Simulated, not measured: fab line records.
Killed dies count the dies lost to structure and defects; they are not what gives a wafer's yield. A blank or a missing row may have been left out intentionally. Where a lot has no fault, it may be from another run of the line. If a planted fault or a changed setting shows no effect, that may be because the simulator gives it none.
Matching of chambers || flow nandHarc || aldHk-01 running NHARC_A_CHANNEL_FILL_D1_ALD_25: 4 sister chambers
The step deposits SiOx, target thk 60 nm, pulse time 10 s, ald cycles 600. 4 wafers are shown with their chamber, then 8 later ones without.

== WAFERS WITH THEIR CHAMBER ==
{"wafer": "L083.6", "chamber": 0, "heaterPowerW (W)": 493}
{"wafer": "L086.2", "chamber": 1, "heaterPowerW (W)": 385}
{"wafer": "L086.6", "chamber": 2, "heaterPowerW (W)": 384}
{"wafer": "L088.2", "chamber": 3, "heaterPowerW (W)": 473}

== WAFERS MISSING THEIR CHAMBER ==
{"wafer": "L088.3", "heaterPowerW (W)": 385}
{"wafer": "L088.6", "heaterPowerW (W)": 480}
{"wafer": "L094.2", "heaterPowerW (W)": 397}
{"wafer": "L094.5", "heaterPowerW (W)": 487}
{"wafer": "L094.6", "heaterPowerW (W)": 492}
{"wafer": "L095.3", "heaterPowerW (W)": 504}
{"wafer": "L095.1", "heaterPowerW (W)": 478}
{"wafer": "L095.2", "heaterPowerW (W)": 387}

== EACH ONE'S CHAMBER ==
{"wafer": "L088.3", "from the rows above": "can't be placed: 1 or 2", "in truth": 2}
{"wafer": "L088.6", "from the rows above": "can't be placed: 3 or 0", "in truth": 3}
{"wafer": "L094.2", "from the rows above": "can't be placed: 1 or 2", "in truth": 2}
{"wafer": "L094.5", "from the rows above": "can't be placed: 0 or 3", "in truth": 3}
{"wafer": "L094.6", "from the rows above": 0, "in truth": 0}
{"wafer": "L095.3", "from the rows above": 0, "in truth": 0}
{"wafer": "L095.1", "from the rows above": "can't be placed: 3 or 0", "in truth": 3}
{"wafer": "L095.2", "from the rows above": "can't be placed: 1 or 2", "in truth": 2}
Correctly placed: 2 of 8. Cannot be placed on the basis of these rows: 6; the candidates contain the true chamber in 6. Placed wrongly: 0.
How it was worked out, from the rows above alone: a wafer's distance from a chamber is the root of the sum, over the readings, of the square of ((its reading less the chamber's mean) divided by the reading's scatter). If the next closest chamber is less than 2 further off than the closest, the wafer can't be placed; otherwise it belongs to the closest. The mean given for a chamber averages the wafers shown for that chamber. The scatter (one wafer shown for each chamber): square how far every hidden wafer sits from the nearest shown wafer, average those squares and take the square root.
